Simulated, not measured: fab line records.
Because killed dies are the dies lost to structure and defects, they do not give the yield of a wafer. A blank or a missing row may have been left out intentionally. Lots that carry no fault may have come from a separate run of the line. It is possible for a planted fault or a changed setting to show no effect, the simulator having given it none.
fab line records | flow nandHarc
record: lots: 5 | wafers: 15 | lastDay: 24
route steps=1159 shown P_ZERO_WELL@29
lots that met no fault: taken from a fault-free run of the same line
startH: start of the lot's first displayed wafer, in hours after the record's first day | waitH: hours from the lot's prior step to this one | " the same as in the row above | L1.1+2: a single row standing in for several wafers | - value missing, or start not given | * or withheld: withheld | < > ~ a bound
route shown NAME@n: names a module that has steps shown in the file, with the first one's number in the route | usual: mean and standard deviation over wafers with no fault | same: alike in all rows | chamber/n: place in a boat | sites: each site's reading | _std_site: how widely they spread, as a standard deviation | _edge_site: the outer-site mean with the inner-site mean subtracted | radiusMm: for every site, how far away it sits from the centre of the wafer | mask NAME#n: copy n | behind: the tool/chamber that last shaped the wafer | hold: the reason the lot was held/the length of the hold in hours/how it ended | device: whichever transistor did not switch (one of n, p or np) | end of line: tests run on the same wafers once the route is complete | a step with no rows: only its recipe | killed: the dies lost at the first sort to structure and to defects; this is not the yield of the wafer | map: shows each die of a wafer: x if killed, . if not, _ if none is there
set.NAME: the setting as run; set.NAME@STEP: as run at that earlier step | model.NAME: the simulator's own value behind a step, which no gauge read
a table for each step, a row for each wafer; lots at some steps of the route
services: when a tool's chamber went out of use (startH, in hours from the record's first day, below 0 if earlier), for how many hours, and the reason
== steps ==
step: NHARC_P_ZERO_WELL_CD_MEAS_24
recipe: targetCdNm: 720 | landingEnergyEv: 500
usual: cdNm: 718.9/2
lot.wafer | tool     | chamber | startH | waitH | cdNm
L788.3    | cdSem-01 | 0       | 14.34  | -     | 721.8
L788.4    | "        | 0       | "      | "     | 719.5
L788.5    | "        | 0       | "      | "     | 720.8
L794.2    | cdSem-01 | 0       | 50.59  | -     | 719.9
L794.3    | "        | 0       | "      | "     | 716.4
L794.6    | "        | 0       | "      | "     | 718.4
L801.4    | cdSem-01 | 0       | 92.63  | -     | 716.6
L801.5    | "        | 0       | "      | "     | 718.1
L801.6    | "        | 0       | "      | "     | 721.5
L802.1    | cdSem-01 | 0       | 98.60  | -     | 718.3
L802.3    | "        | 0       | "      | "     | 719.0
L802.6    | "        | 0       | "      | "     | 718.7
L810.2    | cdSem-01 | 0       | 146.46 | -     | 719.7
L810.4    | "        | 0       | "      | "     | 719.6
L810.6    | "        | 0       | "      | "     | 717.2
step: NHARC_P_ZERO_WELL_HARDBAKE_25
recipe: tempC: 125 | timeS: 80
step: NHARC_P_ZERO_WELL_DESCUM_26
recipe: timeS: 3 | o2FlowSccm: 200 | arFlowSccm: 0 | biasPowerW: 0 | chemistry: O2
usual: chamberPressureMTorr: 60.00/0.053 | drypumpMotorCurrentA: 5.7/0.32 | oesProductAu: 0.997/0.01 | rfVppV: 57.9/0.88 | showerheadPlenumPTorr: 1.97/0.077 | throttleValvePct: 11.311/0.0093
same: timeS: 3
lot.wafer | tool       | chamber | startH | waitH | chamberPressureMTorr | drypumpMotorCurrentA | oesProductAu | rfHoursCounterH | rfVppV | showerheadPlenumPTorr | throttleValvePct
L788.3    | rieDiel-02 | 3       | 14.52  | -     | 60.04                | 5.7                  | 0.995        | 3               | 56.4   | 1.91                  | 11.313
L788.4    | "          | 0       | "      | "     | 60.04                | 6.2                  | 1.008        | 4               | 58.0   | 2.00                  | 11.305
L788.5    | "          | 1       | "      | "     | 60.10                | 5.7                  | 1.014        | -               | 56.7   | 1.95                  | 11.308
L794.3    | rieDiel-02 | 2       | 50.75  | -     | 60.06                | 5.9                  | 0.997        | 6               | 56.5   | 1.99                  | 11.310
L794.2    | "          | 1       | "      | "     | 60.08                | 5.6                  | 0.999        | 7               | 59.0   | 1.95                  | 11.306
L794.6    | "          | 3       | "      | "     | 60.08                | 5.7                  | 0.999        | -               | 56.0   | 1.91                  | 11.321
L801.4    | rieDiel-02 | 0       | 92.80  | -     | 60.09                | 6.2                  | 0.987        | 10              | 57.7   | 2.00                  | 11.310
L801.6    | "          | 3       | "      | "     | 60.00                | 5.7                  | 0.983        | -               | 56.9   | 1.91                  | 11.307
L801.5    | "          | 0       | "      | "     | 60.00                | 6.2                  | 1.003        | -               | 57.6   | 2.00                  | 11.298
L802.1    | rieDiel-12 | 3       | 98.79  | -     | 60.06                | 6.3                  | 1.008        | 4               | 56.8   | 1.86                  | 11.333
L802.3    | "          | 0       | "      | "     | 59.94                | 5.6                  | 1.004        | 5               | 58.3   | 1.90                  | 11.304
L802.6    | "          | 1       | "      | "     | 59.85                | 5.2                  | 0.991        | -               | 57.8   | 2.01                  | 11.319
L810.2    | rieDiel-12 | 3       | 146.65 | -     | 59.95                | 6.3                  | 1.017        | 7               | 57.6   | 1.86                  | 11.292
L810.4    | "          | 0       | "      | "     | 60.05                | 5.6                  | 0.993        | 8               | 58.2   | 1.90                  | 11.302
L810.6    | "          | 1       | "      | "     | 60.00                | 5.2                  | 0.991        | -               | 59.0   | 2.01                  | 11.328
step: NHARC_P_ZERO_WELL_IMPLANT_27
recipe: energyKev: 600 | doseCm2: 1e+13 | tiltDeg: 7
step: NHARC_P_ZERO_WELL_IMPLANT_57
recipe: energyKev: 250 | doseCm2: 4e+12 | tiltDeg: 7
step: NHARC_P_ZERO_WELL_IMPLANT_58
recipe: energyKev: 100 | doseCm2: 2e+12 | tiltDeg: 7
step: NHARC_P_ZERO_WELL_STRIP_28
recipe: timeS: 840 | tempC: 130 | chemistry: SPM
step: NHARC_P_ZERO_WELL_DEHYDRATE_29
recipe: tempC: 150 | timeS: 120
step: NHARC_P_ZERO_WELL_HMDS_30
recipe: timeS: 30
step: NHARC_P_ZERO_WELL_COAT_31
recipe: spinRpm: withheld
step: NHARC_P_ZERO_WELL_SOFTBAKE_32
recipe: tempC: 122 | timeS: 95
step: NHARC_P_ZERO_WELL_EBR_33
step: NHARC_P_ZERO_WELL_EXPOSE_34
recipe: na: 0.6 | targetCdNm: 720 | doseMj: 22.31 | maskId: P_PWELL
usual: reticleTempC: 23.01/0.1
lot.wafer | tool          | chamber | startH | waitH | mask         | reticleTempC
L788.3    | krfScanner-01 | 0       | 15.83  | -     | P_PWELL#0    | 22.95
L788.4    | "             | 0       | "      | "     | P_PWELL#0    | 23.11
L788.5    | "             | 0       | "      | "     | P_PWELL#0    | 23.06
L794.2    | krfScanner-04 | 0       | 52.09  | -     | P_PWELL_R1#0 | 22.99
L794.3    | "             | 0       | "      | "     | P_PWELL_R1#0 | 22.93
L794.6    | "             | 0       | "      | "     | P_PWELL_R1#0 | 23.13
L801.4    | krfScanner-04 | 0       | 94.00  | -     | P_PWELL#0    | 22.96
L801.5    | "             | 0       | "      | "     | P_PWELL#0    | 22.97
L801.6    | "             | 0       | "      | "     | P_PWELL#0    | 23.00
L802.1    | krfScanner-01 | 0       | 100.09 | -     | P_PWELL#0    | 22.72
L802.3    | "             | 0       | "      | "     | P_PWELL#0    | 22.80
L802.6    | "             | 0       | "      | "     | P_PWELL#0    | 22.88
L810.2    | krfScanner-01 | 0       | 147.95 | -     | P_PWELL#0    | 22.92
L810.4    | "             | 0       | "      | "     | P_PWELL#0    | 23.00
L810.6    | "             | 0       | "      | "     | P_PWELL#0    | 22.94
step: NHARC_P_ZERO_WELL_PEB_35
recipe: pebTempC: 118 | pebTimeS: 85
step: NHARC_P_ZERO_WELL_DEVELOP_36
recipe: timeS: 70
step: NHARC_P_ZERO_WELL_CD_MEAS_37
recipe: targetCdNm: 720 | landingEnergyEv: 500
usual: cdNm: 720.1/1.7
lot.wafer | tool     | chamber | startH | waitH | cdNm
L788.3    | cdSem-03 | 0       | 15.98  | -     | 719.0
L788.4    | "        | 0       | "      | "     | 719.9
L788.5    | "        | 0       | "      | "     | 721.3
L794.2    | cdSem-01 | 0       | 52.25  | -     | 730.9
L794.3    | "        | 0       | "      | "     | 734.7
L794.6    | "        | 0       | "      | "     | 736.7
L801.4    | cdSem-01 | 0       | 94.14  | -     | 721.1
L801.5    | "        | 0       | "      | "     | 721.3
L801.6    | "        | 0       | "      | "     | 718.2
L802.1    | cdSem-01 | 0       | 100.26 | -     | 719.0
L802.3    | "        | 0       | "      | "     | 718.0
L802.6    | "        | 0       | "      | "     | 719.3
L810.2    | cdSem-01 | 0       | 148.11 | -     | 719.1
L810.4    | "        | 0       | "      | "     | 720.6
L810.6    | "        | 0       | "      | "     | 714.5
step: NHARC_P_ZERO_WELL_HARDBAKE_38
recipe: tempC: 125 | timeS: 80
== services ==
tool          | chamber | startH | hours | kind
krfScanner-04 | -       | 0.61   | 1.3   | repair
rieDiel-12    | 3       | 6.51   | 14.6  | repair
rieDiel-02    | 0       | 7.20   | -     | clean
rieDiel-02    | 1       | 7.20   | -     | clean
rieDiel-02    | 2       | 7.20   | -     | clean
rieDiel-02    | 3       | 7.20   | -     | clean
rieDiel-12    | -       | 25.40  | 9.0   | pm
rieDiel-02    | 0       | 31.70  | -     | clean
rieDiel-02    | 1       | 31.70  | -     | clean
rieDiel-02    | 2       | 31.70  | -     | clean
rieDiel-02    | 3       | 31.70  | -     | clean
krfScanner-01 | -       | 41.37  | 0.5   | repair
krfScanner-04 | -       | 44.05  | 3.7   | repair
rieDiel-02    | 0       | 56.20  | -     | clean
rieDiel-02    | 1       | 56.20  | -     | clean
rieDiel-02    | 2       | 56.20  | -     | clean
rieDiel-02    | 3       | 56.20  | -     | clean
rieDiel-12    | 2       | 56.92  | 9.4   | repair
krfScanner-01 | -       | 70.29  | 0.6   | repair
krfScanner-01 | -       | 84.00  | 4.0   | pm
rieDiel-12    | 3       | 85.47  | 7.1   | repair
krfScanner-04 | -       | 113.69 | 1.4   | repair
rieDiel-02    | 2       | 125.84 | 5.7   | repair
krfScanner-04 | -       | 126.00 | 4.0   | pm
== key ==
firstSign: step: NHARC_P_ZERO_WELL_EXPOSE_34 | reading: mask | direction: changed
effect: step: NHARC_P_ZERO_WELL_CD_MEAS_37 | reading: cdNm | direction: up | sigmas: 8.2 | usual: 720.1 | struck: 734.1
metAt NHARC_P_ZERO_WELL_EXPOSE_34
struckWafers L794.2,L794.3,L794.6
testerLeftOut L794
fault: kind: wrongMask | tool: any | chamber: - | onsetH: 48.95 | steps: NHARC_P_ZERO_WELL_EXPOSE_34 | auxCopy: P_PWELL_R1#0 | cdOffsetNm: 14.768 | scope: struckLotsOnly
testerLeftOut: of these lots the tester's yield and bins aren't shown, on N5 and GAA mostly nor the transistor test; their killed dies are dies lost to structure and defects alone, not to doping, threshold or leakage, so they don't give the yield
